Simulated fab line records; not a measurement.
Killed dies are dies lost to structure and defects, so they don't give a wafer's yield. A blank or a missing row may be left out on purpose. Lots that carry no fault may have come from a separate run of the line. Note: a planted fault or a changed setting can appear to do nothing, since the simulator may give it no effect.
Split-lot experiment | flow n5Finfet | route with 1938 steps; 7 lots, 39 wafers read

## THE SPLIT ITSELF
At N5_GATE_CUT_DESCUM_18 (chemistry O2, time 7 s), the setting timeS was moved away from the recipe's 7 s on 12 of the 39 wafers read, by -25.0% to +56.4%. For the rest of the wafers, this setting stayed at what the recipe calls for.

There is no step in the file separating the split from the reading.

## THE READING
CAR-EUV_of_GATE_CUT_COAT_07.thkNm (the simulator's own value, which no gauge read), in nm, at N5_GATE_CUT_ETCH_28 (etches underlayer in N2/H2, target depth 13 nm, time 10.4 s). The file does not state a usual value for it. Here, 27 wafers ran the recipe; their average is 14.6 nm with a standard deviation of 0.13 nm.

wafer  | tool, chamber at the split | timeS as run, s | against the recipe | CAR-EUV_of_GATE_CUT_COAT_07.thkNm, nm | against lot-mates on the recipe
L074.1 | rieDiel-01, 2,1,0,3,0      | 7               | recipe             | 14.6                                  | -
L074.3 | rieDiel-01, 2,1,0,3,0      | 7               | recipe             | 14.6                                  | -
L074.5 | rieDiel-01, 2,1,0,3,0      | 7               | recipe             | 14.6                                  | -
L074.2 | rieDiel-01, 2,1,0,3,0      | 7               | recipe             | 14.4                                  | -
L074.4 | rieDiel-01, 2,1,0,3,0      | 7               | recipe             | 14.8                                  | -
L074.6 | rieDiel-01, 3              | 7               | recipe             | 14.8                                  | -
L076.1 | rieDiel-06, 0,2,3,1,3      | 7               | recipe             | 14.8                                  | -
L076.4 | rieDiel-06, 0,2,3,1,3      | 7               | recipe             | 14.8                                  | -
L076.2 | rieDiel-06, 0,2,3,1,3      | 7               | recipe             | 14.6                                  | -
L076.3 | rieDiel-06, 0,2,3,1,3      | 7               | recipe             | 14.6                                  | -
L076.5 | rieDiel-06, 0,2,3,1,3      | 7               | recipe             | 14.6                                  | -
L076.6 | rieDiel-06, 2              | 7               | recipe             | 14.6                                  | -
L083.1 | rieDiel-01, 1,2,3          | 7               | recipe             | 14.4                                  | -
L083.2 | rieDiel-01, 3,1,2          | 10.95           | +56.4%             | 12.8                                  | -1.7
L083.3 | rieDiel-01, 1,2,3          | 7               | recipe             | 14.6                                  | -
L083.4 | rieDiel-01, 1,2,3          | 7               | recipe             | 14.6                                  | -
L083.5 | rieDiel-01, 3,1,2          | 10.95           | +56.4%             | 12.6                                  | -1.9
L083.6 | rieDiel-01, 3,1,2          | 10.95           | +56.4%             | 12.6                                  | -1.9
L087.1 | rieDiel-02, 3,1            | 8.227           | +17.5%             | 14.2                                  | -0.7
L087.3 | rieDiel-02, 2              | 8.227           | +17.5%             | 14.2                                  | -0.7
L087.5 | rieDiel-02, 3,1            | 8.227           | +17.5%             | 14.2                                  | -0.7
L087.2 | rieDiel-02, 0              | 7               | recipe             | 14.8                                  | -
L087.4 | rieDiel-02, 1              | 7               | recipe             | 14.8                                  | -
L087.6 | rieDiel-02, 0              | 7               | recipe             | 15                                    | -
L088.1 | rieDiel-06, 0,1,0          | 7               | recipe             | 14.6                                  | -
L088.4 | rieDiel-06, 0,1,0          | 7               | recipe             | 14.6                                  | -
L088.6 | rieDiel-06, 0,1,0          | 7               | recipe             | 14.6                                  | -
L093.1 | rieDiel-02, 3,2,3          | 5.247           | -25.0%             | 15.6                                  | +1.0
L093.6 | rieDiel-02, 3,2,3          | 5.247           | -25.0%             | 15.6                                  | +1.0
L093.2 | rieDiel-02, 2,0            | 7               | recipe             | 14.6                                  | -
L093.3 | rieDiel-02, 1              | 7               | recipe             | 14.6                                  | -
L093.4 | rieDiel-02, 2,0            | 7               | recipe             | 14.6                                  | -
L093.5 | rieDiel-02, 3,2,3          | 5.247           | -25.0%             | 15.4                                  | +0.8
L097.1 | rieDiel-01, 0,1            | 9.242           | +32.0%             | 13.4                                  | -1.2
L097.3 | rieDiel-01, 1              | 9.242           | +32.0%             | 13.4                                  | -1.2
L097.5 | rieDiel-01, 0,1            | 9.242           | +32.0%             | 13.4                                  | -1.2
L097.2 | rieDiel-01, 2,3,0          | 7               | recipe             | 14.6                                  | -
L097.4 | rieDiel-01, 2,3,0          | 7               | recipe             | 14.6                                  | -
L097.6 | rieDiel-01, 2,3,0          | 7               | recipe             | 14.6                                  | -
The file does not say which wafer passed through which chamber wherever a row lists several chambers: such a row stands for several wafers.

THE FIT
A straight line over all 39 wafers: CAR-EUV_of_GATE_CUT_COAT_07.thkNm changes by -0.0354 nm for each +1% of timeS; r = -0.98; the points scatter about the line by 0.13 nm.
The same after taking each lot's own level away (the mean of its wafers on the recipe; 39 wafers): -0.0348 nm for each +1%; r = -0.99; scatter 0.096 nm.
On that fit, the largest move of timeS shifts the reading by 2 nm.
Measured against the standard deviation above, the lots' own levels, which go from 14.53 to 14.87 nm, span 2.7 times it.
Consequently the slope shifts little with the lot-to-lot level, the two slopes agreeing.
Check: for one of the wafers moved furthest among these (+56.4%), held out of the fit, the line's prediction against its lot-mates is -2.02 nm. Against them it came out at -1.73 nm.

## THE OTHER SPLITS THESE WAFERS WENT THROUGH
Before the reading, these wafers also passed through other splits. Each is held against what the fit with the lots' levels taken away leaves over:
other split on the same wafers        | wafers away from the commonest value | r with CAR-EUV_of_GATE_CUT_COAT_07.thkNm (lot level and that fit taken away)
N5_FIN_SAQP_SPACER2_ALD_28 targetThkA | 12                                   | -0.15
N5_HKMG_FIN_HK_ALD_01 aldCycles       | 12                                   | +0.02

## THE WHOLE CHAIN: every reading that the file lists as answering this split, in the file's order
step                  | what it does                                                | reading                                                                            | change (the file's fit)                | r (the file's)
N5_GATE_CUT_DESCUM_18 | chemistry O2, time 7 s                                      | CAR-EUV_of_GATE_CUT_COAT_07.thkNm (the simulator's own value, which no gauge read) | -0.033 nm for each +1% of the setting  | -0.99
N5_GATE_CUT_ETCH_28   | etches underlayer in N2/H2, target depth 13 nm, time 10.4 s | CAR-EUV_of_GATE_CUT_COAT_07.thkNm (the simulator's own value, which no gauge read) | -0.0348 nm for each +1% of the setting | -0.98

## FILE'S OWN FIT
CAR-EUV_of_GATE_CUT_COAT_07.thkNm changes by -0.0348 nm for each +1% of timeS, r = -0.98.
